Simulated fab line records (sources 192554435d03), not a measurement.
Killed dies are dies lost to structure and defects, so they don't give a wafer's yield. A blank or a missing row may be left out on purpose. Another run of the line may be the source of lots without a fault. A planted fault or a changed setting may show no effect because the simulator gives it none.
Matching of chambers | flow n5Finfet | 4 sister chambers for N5_MOL_CONTACT_COAG_ALD_20 on aldMetal-04
The step deposits TiN, target thk 1.5 nm, pulse time 1 s, purge time 3 s. 8 wafers are shown with their chamber, then 12 later ones without.

== EACH WAFER AND ITS CHAMBER ==
wafer  | chamber | heaterPowerW (W) | precursorPulseHeightRel
L087.1 | 3       | 847              | 1.016
L087.3 | 2       | 738              | 1.042
L088.3 | 3       | 853              | 1.025
L088.5 | 1       | 979              | 0.997
L088.6 | 0       | 701              | 1.022
L092.1 | 1       | 979              | 0.974
L092.2 | 0       | 706              | 0.968
L092.3 | 2       | 742              | 0.993

== WAFERS WITHOUT THEIR CHAMBER ==
wafer  | heaterPowerW (W) | precursorPulseHeightRel
L093.1 | 869              | 1.015
L093.2 | 980              | 0.992
L093.3 | 689              | 1.025
L094.2 | 736              | 1.002
L094.3 | 686              | 1.002
L094.5 | 698              | 1.011
L096.2 | 721              | 1.040
L096.3 | 703              | 1.015
L096.6 | 995              | 0.978
L097.1 | 683              | 1.016
L097.3 | 946              | 0.997
L097.6 | 702              | 1.003

== WHICH CHAMBER EACH ONE RAN IN ==
wafer  | from the rows above     | in truth
L093.1 | 3                       | 3
L093.2 | 1                       | 1
L093.3 | 0                       | 0
L094.2 | 2                       | 2
L094.3 | 0                       | 0
L094.5 | 0                       | 0
L096.2 | can't be placed: 0 or 2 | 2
L096.3 | 0                       | 0
L096.6 | 1                       | 1
L097.1 | 0                       | 0
L097.3 | 1                       | 1
L097.6 | 0                       | 0
Correctly placed: 11 of 12. These rows do not allow placing 1 (true chamber among the candidates in 1). 0 placed wrongly.
How it was worked out, from the rows above alone: a wafer's distance from a chamber is the root of the sum, over the readings, of the square of ((its reading less the chamber's mean) divided by the reading's scatter). If the next closest chamber is less than 2 further off than the closest, the wafer can't be placed; otherwise it belongs to the closest. Each chamber's mean is taken over the wafers shown for it. The scatter: take each reading less its chamber's mean, square it, sum over the shown wafers, divide by the number of wafers less the number of chambers, and take the root.
